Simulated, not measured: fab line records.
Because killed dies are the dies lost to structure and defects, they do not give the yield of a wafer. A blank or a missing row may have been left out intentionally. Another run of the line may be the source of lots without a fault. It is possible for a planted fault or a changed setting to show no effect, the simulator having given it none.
Chamber matching / flow n5 finfet / rie diel-01 running N5_HKMG_FIN_ETCH_35: 4 sister chambers
The step etches SOC in N2/H2, target depth 215.8 nm, time 243.4 s. 16 wafers are shown with their chamber, then 8 later ones without.

## WAFERS PAIRED WITH THEIR CHAMBERS
wafer=L078.3; chamber=1; throttle valve pct (%)=17.43; drypump motor current A (A)=5.8; showerhead plenum p Torr (Torr)=2.53
wafer=L078.4; chamber=2; throttle valve pct (%)=18.30; drypump motor current A (A)=5.7; showerhead plenum p Torr (Torr)=2.51
wafer=L078.6; chamber=3; throttle valve pct (%)=18.10; drypump motor current A (A)=5.6; showerhead plenum p Torr (Torr)=2.53
wafer=L080.2; chamber=3; throttle valve pct (%)=18.10; drypump motor current A (A)=5.5; showerhead plenum p Torr (Torr)=2.52
wafer=L080.4; chamber=0; throttle valve pct (%)=18.15; drypump motor current A (A)=5.9; showerhead plenum p Torr (Torr)=2.52
wafer=L080.6; chamber=1; throttle valve pct (%)=17.46; drypump motor current A (A)=5.7; showerhead plenum p Torr (Torr)=2.53
wafer=L083.3; chamber=2; throttle valve pct (%)=18.32; drypump motor current A (A)=5.7; showerhead plenum p Torr (Torr)=2.51
wafer=L083.4; chamber=3; throttle valve pct (%)=18.12; drypump motor current A (A)=5.6; showerhead plenum p Torr (Torr)=2.52
wafer=L083.5; chamber=1; throttle valve pct (%)=17.47; drypump motor current A (A)=5.8; showerhead plenum p Torr (Torr)=2.52
wafer=L084.2; chamber=1; throttle valve pct (%)=17.48; drypump motor current A (A)=5.8; showerhead plenum p Torr (Torr)=2.52
wafer=L084.4; chamber=3; throttle valve pct (%)=18.11; drypump motor current A (A)=5.6; showerhead plenum p Torr (Torr)=2.52
wafer=L084.6; chamber=2; throttle valve pct (%)=18.32; drypump motor current A (A)=5.7; showerhead plenum p Torr (Torr)=2.51
wafer=L085.1; chamber=2; throttle valve pct (%)=18.32; drypump motor current A (A)=5.7; showerhead plenum p Torr (Torr)=2.51
wafer=L085.2; chamber=0; throttle valve pct (%)=17.80; drypump motor current A (A)=5.9; showerhead plenum p Torr (Torr)=2.51
wafer=L085.6; chamber=1; throttle valve pct (%)=17.48; drypump motor current A (A)=5.8; showerhead plenum p Torr (Torr)=2.52
wafer=L095.1; chamber=0; throttle valve pct (%)=17.84; drypump motor current A (A)=5.9; showerhead plenum p Torr (Torr)=2.51

SIGNATURES (averages over the wafers above)
reading=throttle valve pct; chamber 0=17.9300; chamber 1=17.4640; chamber 2=18.3150; chamber 3=18.1075; scatter within a chamber=0.0794
reading=drypump motor current A; chamber 0=5.900; chamber 1=5.780; chamber 2=5.700; chamber 3=5.575; scatter within a chamber=0.0359
reading=showerhead plenum p Torr; chamber 0=2.5133; chamber 1=2.5240; chamber 2=2.5100; chamber 3=2.5225; scatter within a chamber=0.00467
Rule: a wafer lies at a distance from a chamber equal to the root of the sum of squares, over the readings, of (its reading less the chamber's mean, divided by the reading's scatter). The wafer belongs to the nearest chamber; if the next one is less than 2 further off, it can't be placed. The scatter: the root of (the sum of the squares of (reading less its chamber's mean) over the shown wafers, divided by (wafers less chambers)).

## WAFERS MISSING THEIR CHAMBER
wafer=L095.3; throttle valve pct (%)=17.51; drypump motor current A (A)=5.8; showerhead plenum p Torr (Torr)=2.51
wafer=L095.4; throttle valve pct (%)=17.51; drypump motor current A (A)=5.7; showerhead plenum p Torr (Torr)=2.51
wafer=L096.1; throttle valve pct (%)=18.17; drypump motor current A (A)=5.6; showerhead plenum p Torr (Torr)=2.51
wafer=L096.3; throttle valve pct (%)=17.79; drypump motor current A (A)=5.9; showerhead plenum p Torr (Torr)=2.51
wafer=L096.4; throttle valve pct (%)=17.81; drypump motor current A (A)=5.9; showerhead plenum p Torr (Torr)=2.51
wafer=L097.2; throttle valve pct (%)=17.91; drypump motor current A (A)=5.7; showerhead plenum p Torr (Torr)=2.50
wafer=L097.4; throttle valve pct (%)=17.53; drypump motor current A (A)=5.8; showerhead plenum p Torr (Torr)=2.51
wafer=L097.5; throttle valve pct (%)=18.17; drypump motor current A (A)=5.6; showerhead plenum p Torr (Torr)=2.51

## EACH ONE'S CHAMBER
wafer=L095.3; from the rows above=1; in truth=1
wafer=L095.4; from the rows above=1; in truth=1
wafer=L096.1; from the rows above=can't be placed: 3 or 2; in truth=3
wafer=L096.3; from the rows above=0; in truth=0
wafer=L096.4; from the rows above=0; in truth=0
wafer=L097.2; from the rows above=can't be placed: 2 or 0 or 3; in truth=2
wafer=L097.4; from the rows above=1; in truth=1
wafer=L097.5; from the rows above=can't be placed: 3 or 2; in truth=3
5 of 8 placed correctly. Cannot be placed on the basis of these rows: 3; the candidates contain the true chamber in 3. Wrongly placed: 0.
